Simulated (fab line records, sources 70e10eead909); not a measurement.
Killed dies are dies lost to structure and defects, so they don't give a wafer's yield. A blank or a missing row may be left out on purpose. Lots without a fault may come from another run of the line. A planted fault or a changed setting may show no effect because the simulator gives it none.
Chamber matching | flow nand_harc | NHARC_A_STAIRCASE_DESCUM_252 on rie_diel-10: 4 sister chambers
The step chemistry O2, time 3 s. 14 wafers are shown with their chamber, then 7 later ones without.

WAFERS WITH THEIR CHAMBER
wafer  | chamber | drypump_motor_current_A (A) | showerhead_plenum_p_Torr (Torr) | oes_product_au (a.u.)
L076.1 | 3       | 6.2                         | 1.78                            | 1.000
L076.3 | 1       | 5.1                         | 1.97                            | 1.001
L076.5 | 3       | 6.2                         | 1.78                            | 0.999
L082.1 | 3       | 6.1                         | 1.78                            | 0.995
L082.4 | 1       | 5.1                         | 1.97                            | 1.006
L082.5 | 0       | 5.3                         | 1.92                            | 1.009
L084.2 | 2       | 5.3                         | 1.87                            | 0.994
L084.4 | 3       | 6.2                         | 1.78                            | 0.992
L084.6 | 3       | 6.2                         | 1.78                            | 1.000
L089.1 | 2       | 5.3                         | 1.87                            | 1.008
L089.4 | 3       | 6.2                         | 1.78                            | 1.002
L089.5 | 3       | 6.2                         | 1.78                            | 1.006
L095.2 | 0       | 5.4                         | 1.91                            | 1.028
L095.5 | 3       | 6.2                         | 2.08                            | 1.006

SIGNATURES (means of the wafers above)
reading                  | chamber 0 | chamber 1 | chamber 2 | chamber 3 | scatter within a chamber
drypump_motor_current_A  | 5.350     | 5.100     | 5.300     | 6.188     | 0.0371
showerhead_plenum_p_Torr | 1.9150    | 1.9700    | 1.8700    | 1.8175    | 0.0888
oes_product_au           | 1.01850   | 1.00350   | 1.00100   | 1.00000   | 0.00676
Rule: a wafer's distance from a chamber is the root of the sum, over the readings, of the square of ((its reading less the chamber's mean) divided by the reading's scatter). The wafer belongs to the nearest chamber; if the next one is less than 2 further off, it can't be placed. The scatter: the root of (the sum of the squares of (reading less its chamber's mean) over the shown wafers, divided by (wafers less chambers)).

WAFERS WITHOUT THEIR CHAMBER
wafer  | drypump_motor_current_A (A) | showerhead_plenum_p_Torr (Torr) | oes_product_au (a.u.)
L095.6 | 5.3                         | 1.91                            | 1.016
L096.3 | 5.3                         | 1.91                            | 1.006
L096.5 | 5.3                         | 1.86                            | 1.007
L096.6 | 6.2                         | 2.07                            | 0.997
L097.1 | 5.3                         | 1.91                            | 1.011
L097.2 | 6.1                         | 2.07                            | 1.000
L097.4 | 5.1                         | 1.96                            | 1.009

WHICH CHAMBER EACH WENT THROUGH
wafer  | from the rows above     | in truth
L095.6 | can't be placed: 0 or 2 | 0
L096.3 | can't be placed: 2 or 0 | 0
L096.5 | can't be placed: 2 or 0 | 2
L096.6 | 3                       | 3
L097.1 | can't be placed: 2 or 0 | 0
L097.2 | 3                       | 3
L097.4 | 1                       | 1
Placed correctly: 3 of 7. Can't be placed from these rows: 4 (the true chamber is among the candidates in 4). Placed wrongly: 0.
